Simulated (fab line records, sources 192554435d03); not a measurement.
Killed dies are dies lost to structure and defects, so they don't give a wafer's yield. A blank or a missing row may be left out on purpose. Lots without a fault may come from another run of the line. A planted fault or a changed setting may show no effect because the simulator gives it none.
fab line records | flow n5_finfet
record lots=9 wafers=26 last_day=17
route steps=1938 shown BEOL_M3@970 BEOL_M4@1111 PASSIVATION@1936
lots that met no fault: from a run of the same line without faults
start_h: hours from the record's first day to the start of the lot's first wafer shown | wait_h: hours since the lot's step before | " the same as in the row above | L1.1+2: a row that stands for several wafers | - no value, or no start given | * or withheld: withheld | < > ~ a bound
route shown NAME@n: a module of which the file shows steps, and the number in the route of the first | usual: mean/standard deviation of fault-free wafers | same: alike in all rows | chamber/n: place in a boat | sites: the reading at each site | _std_site: their standard deviation | _edge_site: outer sites' mean less inner sites' | radius_mm: how far each site lies from the wafer's centre | mask NAME#n: copy n | behind: the tool/chamber that last shaped the wafer | hold: why the lot was held/for how many hours/how that ended | device: the transistor (n, p or np) that didn't switch | end of line: the same wafers' tests at the end of the route | a step without rows: its recipe alone | killed: dies lost to structure and defects at the first sort, not the wafer's yield | map: a wafer's dies, x killed, . not, _ none there
set.NAME: the setting as run; set.NAME@STEP: as run at that earlier step | model.NAME: the simulator's own value behind a step, which no gauge read
steps of the route over a sample of lots; a table a step, a row a wafer
services: from which hour (start_h, from the record's first day; less than 0 if before it) a tool's chamber was out of use, for how many hours, and why
## steps
# step N5_BEOL_M3_ETCH_77
# recipe chemistry=N2/H2 target=underlayer target_depth_a=65 mask_material=CAR-EUV time_s=5.2 ion_energy_ev=200 pressure_mtorr=30 source_w=840 bias_w=150 n2_flow_sccm=200 h2_flow_sccm=200 ends=cleared
# usual drypump_motor_current_A=5.8/0.5 etch_rf_on_time_s=5.22/0.14 h2_flow_sccm=200.0/0.61 oes_product_au=0.68/0.066 rf_vpp_V=524.2/2.9 showerhead_plenum_p_Torr=2.55/0.098 throttle_valve_pct=17.98/0.24
# columns lot.wafer tool chamber start_h wait_h drypump_motor_current_A etch_rf_on_time_s h2_flow_sccm oes_product_au rf_hours_counter_h rf_vpp_V showerhead_plenum_p_Torr throttle_valve_pct
L222.1 rie_diel-06 1 153.91 0.0 6.4 5.21 199.2 0.66 143 527.2 2.67 18.45
L222.3 " 3 " " 5.9 5.41 199.8 0.72 67 519.1 2.49 17.86
L222.4 " 2 " " 5.5 5.03 200.8 0.64 225 520.1 2.40 18.04
L223.2 rie_diel-06 2 154.02 0.0 5.4 5.04 199.7 0.63 225 517.7 2.40 18.06
L223.5 " 2 " " 5.5 5.03 199.6 0.62 - 521.8 2.40 18.03
L223.6 " 3 " " 5.9 5.40 201.2 0.70 - 523.0 2.49 17.88
L224.1 rie_diel-05 2 162.94 0.0 5.1 5.03 199.7 0.77 32 521.4 2.50 18.12
L224.2 " 0 " " 6.8 5.23 201.0 0.72 89 529.4 2.67 17.63
L224.4 " 3 " " 5.1 5.53 199.4 0.56 246 519.1 2.41 18.23
L226.3 rie_diel-06 3 167.19 0.0 5.9 5.38 201.0 0.71 73 522.3 2.48 17.87
L226.4 " 0 " " 5.8 5.38 200.0 0.58 237 529.5 2.61 18.36
L226.5 " 1 " " 6.4 5.24 199.7 0.65 - 525.9 2.67 18.45
L228.2 rie_diel-05 2 176.70 0.0 5.1 4.95 199.1 0.75 38 522.3 2.50 18.13
L228.5 " 0 " " 6.8 5.18 201.0 0.72 - 528.5 2.67 17.64
L228.6 " 2 " " 5.1 4.95 199.7 0.76 - 521.7 2.50 18.11
L235.1 rie_diel-06 0 233.91 0.0 5.8 5.25 200.4 0.80 7 526.1 2.60 17.97
L235.5 " 3 " " 5.9 5.47 199.8 0.68 - 521.6 2.47 17.93
L235.6 " 0 " " 5.8 5.24 200.1 0.80 - 525.1 2.60 17.94
L236.1 rie_diel-05 3 234.22 0.0 5.1 5.07 200.4 0.79 12 527.8 2.72 17.80
L236.2 " 0 " " 6.8 5.25 199.1 0.69 116 528.4 2.66 17.67
L236.5 " 1 " " 5.4 5.24 200.4 0.65 - 522.9 2.42 17.76
L237.4 rie_diel-03 0 235.80 0.0 5.9 5.17 200.2 0.68 107 524.4 2.57 17.98
L237.5 " 3 " " 5.7 5.20 199.5 0.61 - 525.9 2.52 17.89
L242.2 rie_diel-05 2 269.92 0.0 5.1 4.96 199.9 0.73 70 522.9 2.48 18.17
L242.3 " 0 " " 6.8 5.31 200.6 0.68 128 526.8 2.65 17.70
L242.5 " 3 " " 5.1 5.17 200.4 0.77 - 528.8 2.71 17.83
# step N5_BEOL_M3_ALD_98
# recipe material=SiO2 target_thk_a=25 temp_c=100 ald_precursor_family=BDEAS ald_co_reactant=O2-plasma pulse_time_s=1 co_reactant_pulse_time_s=1 purge_time_s=2 co_reactant_purge_time_s=2 ald_cycles=17 pressure_torr=2
# usual ald_cycles=17/0 heater_power_w=82/7.1 precursor_pulse_height_rel=1.002/0.021
# columns lot.wafer tool chamber start_h wait_h ald_cycles heater_power_w precursor_pulse_height_rel
L222.1 ald_sin-04 2 154.01 0.1 17 95 1.039
L222.3 " 0 " " 17 76 1.010
L222.4 " 3 " " 17 93 1.016
L223.2 ald_sin-01 3 154.12 0.1 17 81 1.000
L223.5 " 2 " " 17 93 1.013
L223.6 " 3 " " 17 79 1.025
L224.1 ald_sin-04 3 163.03 0.1 17 92 0.993
L224.2 " 2 " " 17 92 1.007
L224.4 " 0 " " 17 75 1.020
L226.3 ald_sin-04 1 167.37 0.1 17 79 0.974
L226.4 " 2 " " 17 94 1.019
L226.5 " 1 " " 17 81 0.994
L228.2 ald_sin-03 1 176.90 0.2 17 73 1.003
L228.5 " 3 " " 17 78 1.008
L228.6 " 0 " " 17 80 0.981
L235.1 ald_sin-01 3 234.27 0.3 17 81 1.013
L235.5 " 3 " " 17 81 1.000
L235.6 " 0 " " 17 86 1.025
L236.1 ald_sin-01 0 234.46 0.2 17 88 1.013
L236.2 " 1 " " 17 76 1.031
L236.5 " 0 " " 17 86 0.987
L237.4 ald_sin-04 3 236.16 0.3 17 90 0.967
L237.5 " 0 " " 17 70 0.993
L242.2 ald_sin-03 0 270.20 0.2 17 80 0.971
L242.3 " 2 " " 17 79 0.986
L242.5 " 0 " " 17 81 1.009
# step N5_BEOL_M3_ALD_84
# recipe material=TaN target_thk_a=* temp_c=275 ald_precursor_family=PDMAT ald_co_reactant=NH3 pressure_torr=3 carrier_flow_sccm=1500 pulse_time_s=2 purge_time_s=3 co_reactant_purge_time_s=2 co_reactant_pulse_time_s=3 ald_cycles=30 precursor_vessel_temp_c=75 precursor_vessel_pressure_torr=26.25 precursor_vessel_carrier_sccm=1000
# usual ald_cycles=30/0 heater_power_w=463/48
# columns lot.wafer tool chamber start_h wait_h ald_cycles heater_power_w
L222.1 ald_metal-01 1 158.02 0.1 30 458
L222.3 " 2 " " 30 445
L222.4 " 3 " " 30 436
L223.2 ald_metal-02 1 158.17 0.0 30 521
L223.5 " 0 " " 30 389
L223.6 " 3 " " 30 501
L224.1 ald_metal-03 3 169.17 0.1 30 518
L224.2 " 1 " " 30 425
L224.4 " 0 " " 30 410
L226.3 ald_metal-03 3 175.29 0.1 30 512
L226.4 " 1 " " 30 419
L226.5 " 3 " " 30 506
L228.2 ald_metal-01 3 185.00 0.0 30 437
L228.5 " 0 " " 30 435
L228.6 " 1 " " 30 459
L235.1 ald_metal-02 2 235.94 0.0 30 500
L235.5 " 1 " " 24 519
L235.6 " 2 " " 24 484
L236.1 ald_metal-02 0 236.42 0.0 30 371
L236.2 " 1 " " 30 534
L236.5 " 3 " " 24 510
L237.4 ald_metal-02 2 245.65 0.0 30 499
L237.5 " 2 " " 24 492
L242.2 ald_metal-01 0 277.33 0.0 30 429
L242.3 " 3 " " 30 448
L242.5 " 3 " " 30 440
# step N5_BEOL_M3_ANNEAL_87
# recipe temp_c=400 time_s=240 ambient=vacuum
# usual heater_power_w=805/91
# same time_s=240
# columns lot.wafer tool chamber start_h wait_h heater_power_w
L222.1 pvd_sputter-03 - 159.32 0.0 680
L222.3 " - " " 839
L222.4 " - " " 770
L223.2 pvd_sputter-02 - 159.53 0.0 1041
L223.5 " - " " 783
L223.6 " - " " 1017
L224.1 pvd_sputter-03 - 170.54 0.0 679
L224.2 " - " " 835
L224.4 " - " " 780
L226.3 pvd_sputter-03 - 176.71 0.0 816
L226.4 " - " " 763
L226.5 " - " " 778
L228.2 pvd_sputter-03 - 188.10 0.0 686
L228.5 " - " " 671
L228.6 " - " " 812
L235.1 pvd_sputter-01 - 237.18 0.0 793
L235.5 " - " " 792
L235.6 " - " " 746
L236.1 pvd_sputter-03 - 239.36 0.0 679
L236.2 " - " " 821
L236.5 " - " " 786
L237.4 pvd_sputter-03 - 247.12 0.0 826
L237.5 " - " " 755
L242.2 pvd_sputter-01 - 278.58 0.0 726
L242.3 " - " " 776
L242.5 " - " " 783
# step N5_BEOL_M4_RC_MEAS_101
# usual CHAIN_V2=232/9.2 CHAIN_V2_max_site=240/9.7 COMB_M3_max_site=8.2e-11/1.9e-11 DIBL_N=36.1/1.6 DIBL_P=35.8/2.1 IOFF_N=0.16/0.031 IOFF_P=0.21/0.034 ION_N=673/12 ION_P=461/7.2 SS_N=71.4/0.59 SS_P=73.3/0.63 VT_N=250/3.1 VT_P=-250/3.3
# columns lot.wafer tool chamber start_h wait_h CHAIN_V2[ohm/link] CHAIN_V2_max_site[ohm/link] COMB_M3_max_site[S/m] DIBL_N[mV/V] DIBL_P[mV/V] IOFF_N[nA/um] IOFF_P[nA/um] ION_N[uA/um] ION_P[uA/um] SS_N[mV/dec] SS_P[mV/dec] VT_N[mV] VT_P[mV]
L222.1 prober-02 0 175.25 0.0 226 234 7.4e-11 36.1 36.1 0.17 0.21 676 463 71.7 73.4 248 -253
L222.3 " 0 " " 228 237 6.1e-11 36.0 35.6 0.16 0.21 670 457 71.8 73.3 249 -250
L222.4 " 0 " " 224 229 9.3e-11 36.9 36.0 0.17 0.21 689 465 71.4 74.3 247 -252
L223.2 prober-01 0 175.52 0.2 242 247 9.1e-11 35.3 35.4 0.15 0.19 674 457 71.6 73.0 249 -251
L223.5 " 0 " " 246 252 8.5e-11 38.5 38.8 0.21 0.24 687 461 72.6 73.6 245 -249
L223.6 " 0 " " 246 252 6.8e-11 36.4 37.1 0.16 0.23 674 465 71.7 73.4 250 -247
L224.1 prober-02 0 186.04 0.0 243 250 1.01e-10 34.3 33.2 0.11 0.15 661 454 71.0 72.4 254 -255
L224.2 " 0 " " 234 245 1.15e-10 35.6 35.8 0.13 0.19 663 458 70.2 73.4 251 -254
L224.4 " 0 " " 244 254 7.1e-11 35.1 33.9 0.12 0.16 661 460 71.0 72.8 254 -254
L226.3 prober-02 0 201.06 0.3 223 232 7.6e-11 36.3 36.9 0.17 0.21 683 459 71.6 73.3 250 -253
L226.4 " 0 " " 231 239 1.17e-10 36.1 37.0 0.17 0.21 677 457 71.6 73.4 249 -253
L226.5 " 0 " " 224 228 6.4e-11 38.2 39.6 0.23 0.27 687 465 72.3 74.0 243 -249
L228.2 prober-01 0 210.33 0.2 234 239 1.06e-10 35.0 35.2 0.14 0.18 666 455 71.4 72.9 251 -255
L228.5 " 0 " " 217 227 8.2e-11 33.3 31.9 0.10 0.14 649 445 70.9 72.0 261 -256
L228.6 " 0 " " 217 224 1.05e-10 35.1 35.1 0.14 0.18 662 452 70.7 73.5 252 -255
L236.1 prober-02 0 253.84 0.0 222 226 1.03e-10 37.1 36.5 0.18 0.21 686 469 72.0 73.1 246 -251
L236.2 " 0 " " 251 267 8e-11 35.9 36.2 0.16 0.21 676 464 71.6 73.7 247 -252
L236.5 " 0 " " 193 203 1.73e-10 36.5 36.0 0.17 0.21 678 460 71.8 73.5 248 -252
L235.1 prober-01 0 255.55 0.0 221 227 6.1e-11 37.8 38.7 0.20 0.28 680 468 71.4 73.7 248 -247
L235.5 " 0 " " 188 193 1.29e-10 34.7 34.4 0.13 0.20 676 463 71.5 73.3 253 -250
L235.6 " 0 " " 191 198 1.18e-10 35.8 36.0 0.15 0.23 672 462 71.4 73.7 249 -250
L237.4 prober-01 0 260.13 0.5 228 241 6.6e-11 33.9 34.5 0.13 0.18 656 454 70.8 72.5 254 -250
L237.5 " 0 " " 193 198 1.19e-10 32.9 33.4 0.11 0.17 646 457 70.6 72.7 253 -252
L242.2 prober-02 0 295.19 0.2 224 231 6.4e-11 35.3 34.9 0.15 0.23 667 470 71.1 73.2 253 -247
L242.3 " 0 " " 242 245 9.8e-11 37.0 37.4 0.18 0.26 670 470 71.5 73.6 247 -247
L242.5 " 0 " " 219 227 8.5e-11 37.0 35.8 0.18 0.23 675 465 71.3 73.6 249 -247
# sites CHAIN_V2 radius_mm=0,75,75,75,75,140,140,140,140
L222.1 225 234 226 233 228 221 228 222 223
L223.2 230 239 246 244 242 247 242 241 244
L224.1 237 241 243 250 245 241 243 247 241
L226.3 223 215 228 232 225 219 232 218 221
L228.2 234 239 237 233 238 231 224 235 232
L236.1 217 225 222 222 223 215 221 226 225
L235.1 213 218 227 219 223 227 227 221 220
L237.4 225 228 229 241 235 221 225 234 220
L242.2 231 218 230 225 229 219 221 223 224
# step N5_PASSIVATION_PROBE_49
# usual defect_limited_yield=91.0/1.5 killed_at_M0_to_M3=35/11 killed_at_M4_up=13/6 killed_at_contacts=14/6.5 killed_at_front_end=40/12 killed_at_other=4/3.4 killed_dies=106/18 killed_open=68/14 killed_short=35/7.7 sort_bin_4_leakage=0/0 sort_bin_5_function=5.2/0.98 sort_bin_6_memory=3.4/0.72 sort_n_pass=1074/18 sort_yield_pct=91.0/1.5
# same gross_dies=1180 killed_at_back_side=0 sort_bin_8_speed[%]=0
# columns lot.wafer tool chamber start_h wait_h defect_limited_yield[%] killed_at_M0_to_M3 killed_at_M4_up killed_at_contacts killed_at_front_end killed_at_other killed_dies killed_open killed_short sort_bin_4_leakage[%] sort_bin_5_function[%] sort_bin_6_memory[%] sort_n_pass sort_yield_pct[%]
L223.2 prober-01 - 286.47 0.1 91.6 40 11 14 33 1 99 70 29 0 4.8 3.5 1081 91.6
L223.5 prober-01 - 286.62 0.2 91.7 35 7 9 40 7 98 65 33 0 4.7 3.4 1082 91.7
L223.6 prober-01 - 286.67 0.3 92.4 34 7 4 42 3 90 59 27 0 4.7 2.8 1090 92.4
L222.1 prober-02 - 289.74 0.0 90.2 35 21 8 49 3 116 69 39 0 6.8 2.9 1064 90.2
L222.3 prober-02 - 289.84 0.1 90.2 42 12 8 48 6 116 78 36 0 6.1 3.2 1064 90.2
L222.4 prober-02 - 289.89 0.2 89.8 37 16 16 49 2 120 83 34 0 6.4 3.5 1060 89.8
L224.1 prober-02 - 292.65 0.0 92.4 22 7 11 42 8 90 61 29 0 4.2 3.1 1090 92.4
L224.2 prober-02 - 292.70 0.1 89.2 50 7 16 53 1 127 81 43 0 6.8 3.7 1053 89.2
L224.4 prober-02 - 292.80 0.2 91.5 34 12 13 38 3 100 62 32 0 4.7 3.5 1080 91.5
L226.3 prober-02 - 302.51 0.1 89.2 54 14 18 40 2 128 84 44 0 7.1 3.4 1052 89.2
L226.4 prober-02 - 302.56 0.2 91.4 45 7 19 26 4 101 47 49 0 4.7 3.3 1079 91.4
L226.5 prober-02 - 302.61 0.2 92.0 43 2 12 30 7 94 55 37 0 4.6 2.7 1086 92.0
L228.2 prober-01 - 306.76 0.1 89.6 50 7 18 45 3 123 84 39 0 6.4 3.8 1057 89.6
L228.5 prober-01 - 306.91 0.2 88.1 46 18 22 55 0 141 89 42 0 6.6 4.5 1039 88.1
L228.6 prober-01 - 306.96 0.3 90.6 37 6 15 53 0 111 72 37 0 5.7 3.5 1069 90.6
L237.4 prober-02 - 363.17 0.2 91.6 34 11 15 38 1 99 59 39 0 4.4 3.6 1081 91.6
L237.5 prober-02 - 363.22 0.2 90.4 63 17 3 20 10 113 57 33 1.95 4.6 2.6 1067 90.4
L236.1 prober-01 - 366.52 0.0 92.7 33 18 10 23 2 86 58 25 0 4.6 2.5 1094 92.7
L236.2 prober-01 - 366.57 0.1 91.6 30 12 14 42 1 99 63 35 0 5.1 2.8 1081 91.6
L236.5 prober-01 - 366.72 0.2 90.6 51 13 7 38 2 111 59 31 1.69 3.7 3.7 1069 90.6
L235.1 prober-02 - 366.57 0.0 90.8 30 23 14 40 1 108 77 29 0 5.2 3.6 1072 90.8
L235.5 prober-02 - 366.77 0.2 89.3 50 20 12 44 0 126 72 39 1.27 4.7 4.2 1054 89.3
L235.6 prober-02 - 366.82 0.3 87.0 52 27 17 54 3 153 74 49 2.46 6.5 3.7 1027 87.0
L242.2 prober-02 - 396.23 0.1 89.8 32 18 18 50 2 120 81 36 0 5.6 4.2 1060 89.8
L242.3 prober-02 - 396.28 0.1 88.9 32 11 16 65 7 131 87 37 0 6.5 4.0 1049 88.9
L242.5 prober-02 - 396.38 0.2 92.3 24 5 18 38 6 91 54 33 0 4.7 2.7 1089 92.3
# killed by level:class
L223.2 BEOL_M3:geometric_particle:open=11 MOL_CONTACT_COAG:geometric_particle:open=10 BEOL_M2:geometric_particle:open=8 FIN_SAQP:geometric_particle:open=7 BEOL_M0_SAQP:geometric_particle:short=7 BEOL_M4:geometric_particle:open=5 STARTING-WAFER:geometric_particle:open=5 FIN_SAQP:geometric_particle:short=4
L223.5 BEOL_M0_SAQP:geometric_particle:open=14 FIN_SAQP:geometric_particle:open=10 MOL_CONTACT_COAG:geometric_particle:open=9 GATE_CUT:geometric_particle:short=7 BEOL_M0_SAQP:geometric_particle:short=7 BEOL_M3:geometric_particle:open=7 STI_FIN_REVEAL:geometric_particle:open=6 ILD0:geometric_particle:short=4
L223.6 FIN_SAQP:geometric_particle:open=14 STI_FIN_REVEAL:geometric_particle:open=9 BEOL_M0_SAQP:geometric_particle:open=9 BEOL_M3:geometric_particle:open=8 FIN_SAQP:geometric_particle:short=6 BEOL_M0_SAQP:geometric_particle:short=6 MOL_CONTACT_COAG:geometric_particle:open=4 BEOL_M1:geometric_particle:open=4
L222.1 STI_FIN_REVEAL:geometric_particle:open=14 FIN_SAQP:geometric_particle:short=10 BEOL_M3:geometric_particle:open=9 FIN_SAQP:geometric_particle:open=8 MOL_CONTACT_COAG:geometric_particle:open=7 BEOL_M2:geometric_particle:open=5 BEOL_M0_SAQP:geometric_particle:short=5 STARTING-WAFER:geometric_particle:short=5
L222.3 STI_FIN_REVEAL:geometric_particle:open=21 BEOL_M2:geometric_particle:open=11 FIN_SAQP:geometric_particle:short=9 BEOL_M0_SAQP:geometric_particle:open=8 STI_FIN_REVEAL:geometric_particle:short=6 BEOL_M1:geometric_particle:open=6 BEOL_M3:geometric_particle:open=6 MOL_CONTACT_COAG:geometric_particle:open=5
L222.4 STI_FIN_REVEAL:geometric_particle:open=16 MOL_CONTACT_COAG:geometric_particle:open=12 FIN_SAQP:geometric_particle:open=10 BEOL_M3:geometric_particle:open=9 FIN_SAQP:geometric_particle:short=7 BEOL_M2:geometric_particle:open=7 BEOL_M0_SAQP:geometric_particle:short=6 BEOL_M0_SAQP:geometric_particle:open=6
L224.1 FIN_SAQP:geometric_particle:open=15 MOL_CONTACT_COAG:geometric_particle:open=9 BEOL_M0_SAQP:geometric_particle:short=8 DUMMY_GATE:geometric_particle:open=7 BEOL_M2:geometric_particle:open=7 FIN_SAQP:geometric_particle:short=5 BEOL_M0_SAQP:geometric_particle:open=5 STI_FIN_REVEAL:geometric_particle:open=4
L224.2 BEOL_M0_SAQP:geometric_particle:open=15 MOL_CONTACT_COAG:geometric_particle:open=14 STI_FIN_REVEAL:geometric_particle:open=13 GATE_CUT:geometric_particle:short=13 BEOL_M2:geometric_particle:open=13 STI_FIN_REVEAL:geometric_particle:short=7 BEOL_M0_SAQP:geometric_particle:short=6 BEOL_M2:geometric_particle:short=6
L224.4 FIN_SAQP:geometric_particle:open=15 BEOL_M2:geometric_particle:open=11 MOL_CONTACT_COAG:geometric_particle:open=9 BEOL_M0_SAQP:geometric_particle:short=8 BEOL_M0_SAQP:geometric_particle:open=7 DUMMY_GATE:geometric_particle:open=5 BEOL_M2:geometric_particle:short=5 MOL_CONTACT_COAG:geometric_particle:short=4
L226.3 BEOL_M0_SAQP:geometric_particle:open=23 MOL_CONTACT_COAG:geometric_particle:open=15 BEOL_M0_SAQP:geometric_particle:short=14 FIN_SAQP:geometric_particle:open=12 FIN_SAQP:geometric_particle:short=9 BEOL_M3:geometric_particle:open=7 STARTING-WAFER:geometric_particle:short=5 BEOL_M4:geometric_particle:open=5
L226.4 BEOL_M0_SAQP:geometric_particle:short=21 BEOL_M0_SAQP:geometric_particle:open=13 MOL_CONTACT_COAG:geometric_particle:open=11 MOL_CONTACT_COAG:geometric_particle:short=8 FIN_SAQP:geometric_particle:short=4 FIN_SAQP:geometric_particle:open=4 HKMG_FIN:area_etch=4 STI_FIN_REVEAL:geometric_particle:open=3
L226.5 BEOL_M0_SAQP:geometric_particle:short=20 BEOL_M0_SAQP:geometric_particle:open=13 FIN_SAQP:geometric_particle:open=11 MOL_CONTACT_COAG:geometric_particle:open=8 DUMMY_GATE:geometric_particle:open=5 MOL_CONTACT_COAG:geometric_particle:short=4 BEOL_M3:geometric_particle:open=4 FIN_SAQP:geometric_particle:short=3
L228.2 MOL_CONTACT_COAG:geometric_particle:open=15 STI_FIN_REVEAL:geometric_particle:open=13 FIN_SAQP:geometric_particle:short=12 BEOL_M0_SAQP:geometric_particle:open=12 FIN_SAQP:geometric_particle:open=10 BEOL_M3:geometric_particle:open=9 BEOL_M2:geometric_particle:open=8 BEOL_M1:geometric_particle:open=6
L228.5 MOL_CONTACT_COAG:geometric_particle:open=15 BEOL_M2:geometric_particle:open=14 STI_FIN_REVEAL:geometric_particle:open=11 FIN_SAQP:geometric_particle:short=10 FIN_SAQP:geometric_particle:open=9 BEOL_M1:geometric_particle:open=9 BEOL_M4:geometric_particle:open=8 MOL_CONTACT_COAG:geometric_particle:short=6
L228.6 FIN_SAQP:geometric_particle:open=13 STI_FIN_REVEAL:geometric_particle:open=12 MOL_CONTACT_COAG:geometric_particle:open=11 BEOL_M0_SAQP:geometric_particle:short=10 BEOL_M3:geometric_particle:open=8 FIN_SAQP:geometric_particle:short=6 BEOL_M1:geometric_particle:open=6 MOL_CONTACT_COAG:geometric_particle:short=4
L237.4 STI_FIN_REVEAL:geometric_particle:open=13 MOL_CONTACT_COAG:geometric_particle:open=8 MOL_CONTACT_COAG:geometric_particle:short=7 BEOL_M0_SAQP:geometric_particle:short=7 BEOL_M0_SAQP:geometric_particle:open=5 BEOL_M0:geometric_particle:open=5 BEOL_M4:geometric_particle:open=5 FIN_SAQP:geometric_particle:short=4
L237.5 M3:area_ald=23 BEOL_M4:geometric_particle:open=11 BEOL_M1:geometric_particle:open=9 BEOL_M0_SAQP:geometric_particle:short=7 BEOL_M2:geometric_particle:open=7 FIN_SAQP:geometric_particle:short=6 STI_FIN_REVEAL:geometric_particle:open=6 BEOL_M0_SAQP:geometric_particle:open=5
L236.1 BEOL_M0_SAQP:geometric_particle:open=10 MOL_CONTACT_COAG:geometric_particle:open=9 BEOL_M1:geometric_particle:open=8 BEOL_M0_SAQP:geometric_particle:short=6 STI_FIN_REVEAL:geometric_particle:open=5 BEOL_M6:geometric_particle:open=4 BEOL_M5:geometric_particle:open=4 STARTING-WAFER:geometric_particle:short=4
L236.2 STI_FIN_REVEAL:geometric_particle:open=12 MOL_CONTACT_COAG:geometric_particle:open=8 DUMMY_GATE:geometric_particle:open=7 BEOL_M1:geometric_particle:open=7 BEOL_M0_SAQP:geometric_particle:short=7 MOL_CONTACT_COAG:geometric_particle:short=6 BEOL_M0_SAQP:geometric_particle:open=6 BEOL_M3:geometric_particle:open=6
L235.1 MOL_CONTACT_COAG:geometric_particle:open=12 BEOL_M1:geometric_particle:open=12 DUMMY_GATE:geometric_particle:open=9 BEOL_M4:geometric_particle:open=7 STI_FIN_REVEAL:geometric_particle:open=6 FIN_SAQP:geometric_particle:open=4 STI_FIN_REVEAL:geometric_particle:short=4 DUMMY_GATE:geometric_particle:short=4
L236.5 M3:area_ald=20 STI_FIN_REVEAL:geometric_particle:open=11 BEOL_M3:geometric_particle:open=9 BEOL_M0_SAQP:geometric_particle:open=8 MOL_CONTACT_COAG:geometric_particle:open=7 BEOL_M5:geometric_particle:open=6 FIN_SAQP:geometric_particle:short=5 GATE_CUT:geometric_particle:short=5
L235.5 M3:area_ald=15 FIN_SAQP:geometric_particle:open=11 MOL_CONTACT_COAG:geometric_particle:open=9 BEOL_M1:geometric_particle:open=9 STI_FIN_REVEAL:geometric_particle:open=8 FIN_SAQP:geometric_particle:short=6 BEOL_M0_SAQP:geometric_particle:short=6 BEOL_M8:geometric_particle:open=6
L235.6 M3:area_ald=29 FIN_SAQP:geometric_particle:short=17 MOL_CONTACT_COAG:geometric_particle:open=13 BEOL_M4:geometric_particle:open=11 STI_FIN_REVEAL:geometric_particle:open=8 GATE_CUT:geometric_particle:open=7 BEOL_M0_SAQP:geometric_particle:open=7 BEOL_M4:geometric_particle:short=6
L242.2 FIN_SAQP:geometric_particle:open=14 MOL_CONTACT_COAG:geometric_particle:open=13 FIN_SAQP:geometric_particle:short=9 STI_FIN_REVEAL:geometric_particle:open=9 BEOL_M0_SAQP:geometric_particle:open=8 BEOL_M1:geometric_particle:open=7 DUMMY_GATE:geometric_particle:open=6 MOL_CONTACT_COAG:geometric_particle:short=5
L242.3 FIN_SAQP:geometric_particle:open=17 BEOL_M1:geometric_particle:open=12 DUMMY_GATE:geometric_particle:open=11 FIN_SAQP:geometric_particle:short=10 MOL_CONTACT_COAG:geometric_particle:open=10 BEOL_M3:geometric_particle:open=9 MOL_CONTACT_COAG:geometric_particle:short=6 BEOL_M4:geometric_particle:open=6
L242.5 MOL_CONTACT_COAG:geometric_particle:open=15 FIN_SAQP:geometric_particle:short=9 DUMMY_GATE:geometric_particle:open=6 FIN_SAQP:geometric_particle:open=5 BEOL_M0_SAQP:geometric_particle:open=5 BEOL_M2:geometric_particle:open=5 BEOL_M1:geometric_particle:open=4 MOL_CONTACT_COAG:geometric_particle:short=3
## services
# columns tool chamber start_h hours kind
rie_diel-05 1 140.23 4.2 repair
ald_metal-02 - 142.71 1.3 repair
ald_metal-03 - 143.59 0.7 repair
rie_diel-05 0 144.19 3.1 repair
rie_diel-03 1 156.24 7.0 repair
rie_diel-03 2 158.64 5.7 repair
rie_diel-06 1 171.06 6.3 repair
rie_diel-05 3 172.48 - clean
rie_diel-05 3 172.48 - consumable_replace:focus_ring
ald_sin-04 - 179.17 14.0 pm
rie_diel-05 1 185.48 11.0 repair
rie_diel-03 3 202.61 2.6 repair
ald_metal-02 - 204.72 0.8 repair
pvd_sputter-02 - 205.02 2.0 repair
ald_sin-01 3 221.07 12.6 repair
ald_sin-04 2 221.14 22.1 repair
rie_diel-06 - 230.51 0.5 repair
ald_sin-04 - 237.28 0.9 repair
rie_diel-06 2 237.70 13.5 repair
ald_sin-01 - 241.11 2.8 pm
ald_metal-01 - 245.91 2.8 pm
pvd_sputter-01 - 246.25 3.0 repair
ald_sin-01 - 248.00 2.7 repair
ald_sin-01 - 268.26 14.0 pm
## key
first_sign step=N5_BEOL_M3_ALD_84 reading=ald_cycles direction=down sigmas=99+ usual=* struck=*
effect step=N5_BEOL_M4_RC_MEAS_101 reading=CHAIN_V2 direction=down sigmas=4.4 usual=232 struck=191
effect step=N5_BEOL_M4_RC_MEAS_101 reading=CHAIN_V2_max_site direction=down sigmas=4.3 usual=240 struck=198
effect step=N5_BEOL_M4_RC_MEAS_101 reading=COMB_M3_max_site direction=up sigmas=2.8 usual=8.2e-11 struck=1.35e-10
effect step=N5_PASSIVATION_PROBE_49 reading=sort_bin_4_leakage direction=up sigmas=22 usual=0 struck=1.84
met_at N5_BEOL_M3_ALD_84
struck_lots L235,L236,L237
struck_wafers L235.5,L235.6,L236.5,L237.5
not_acting_at N5_BEOL_M3_ETCH_77,N5_BEOL_M3_ALD_98,N5_BEOL_M3_ANNEAL_87
onset_between 158.17 235.94
fault kind=process_parameter_drift tool=ald_metal-02 chamber=- onset_h=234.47 steps=N5_BEOL_M3_ALD_84 channel=ald_cycles offset=* shape=step end_h=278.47 scope=struck_wafers_only acts_in=* stated=*
